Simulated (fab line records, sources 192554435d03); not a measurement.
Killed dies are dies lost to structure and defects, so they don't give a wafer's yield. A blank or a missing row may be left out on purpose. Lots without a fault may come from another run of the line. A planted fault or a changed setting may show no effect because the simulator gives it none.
Chamber matching | flow n5_finfet | N5_BEOL_M0_SAQP_ALD_48 on ald_sin-02: 4 sister chambers
The step deposits SiO2, target thk 20 nm, pulse time 1 s, co reactant pulse time 1 s. 8 wafers are shown with their chamber, then 10 later ones without.

WAFERS WITH THEIR CHAMBER
wafer  | chamber | heater_power_w (W) | precursor_pulse_height_rel
L081.5 | 1       | 77                 | 1.044
L083.5 | 1       | 78                 | 0.986
L084.1 | 0       | 91                 | 1.005
L084.4 | 3       | 68                 | 1.029
L085.1 | 0       | 89                 | 1.007
L085.6 | 2       | 65                 | 0.959
L088.3 | 2       | 65                 | 0.989
L088.5 | 3       | 66                 | 0.964

WAFERS WITHOUT THEIR CHAMBER
wafer  | heater_power_w (W) | precursor_pulse_height_rel
L088.6 | 89                 | 0.999
L091.1 | 78                 | 1.016
L091.2 | 68                 | 1.000
L091.6 | 90                 | 1.005
L094.2 | 65                 | 0.968
L094.3 | 77                 | 1.008
L094.5 | 68                 | 0.989
L097.1 | 91                 | 0.981
L097.3 | 79                 | 0.965
L097.6 | 79                 | 0.983

WHICH CHAMBER EACH WENT THROUGH
wafer  | from the rows above     | in truth
L088.6 | 0                       | 0
L091.1 | 1                       | 1
L091.2 | can't be placed: 3 or 2 | 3
L091.6 | 0                       | 0
L094.2 | can't be placed: 2 or 3 | 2
L094.3 | 1                       | 1
L094.5 | can't be placed: 3 or 2 | 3
L097.1 | 0                       | 0
L097.3 | 1                       | 1
L097.6 | 1                       | 1
Placed correctly: 7 of 10. Can't be placed from these rows: 3 (the true chamber is among the candidates in 3). Placed wrongly: 0.
How it was worked out, from the rows above alone: a wafer's distance from a chamber is the root of the sum, over the readings, of the square of ((its reading less the chamber's mean) divided by the reading's scatter). The wafer belongs to the nearest chamber; if the next one is less than 2 further off, it can't be placed. A chamber's mean is the mean of its shown wafers. The scatter: the root of (the sum of the squares of (reading less its chamber's mean) over the shown wafers, divided by (wafers less chambers)).
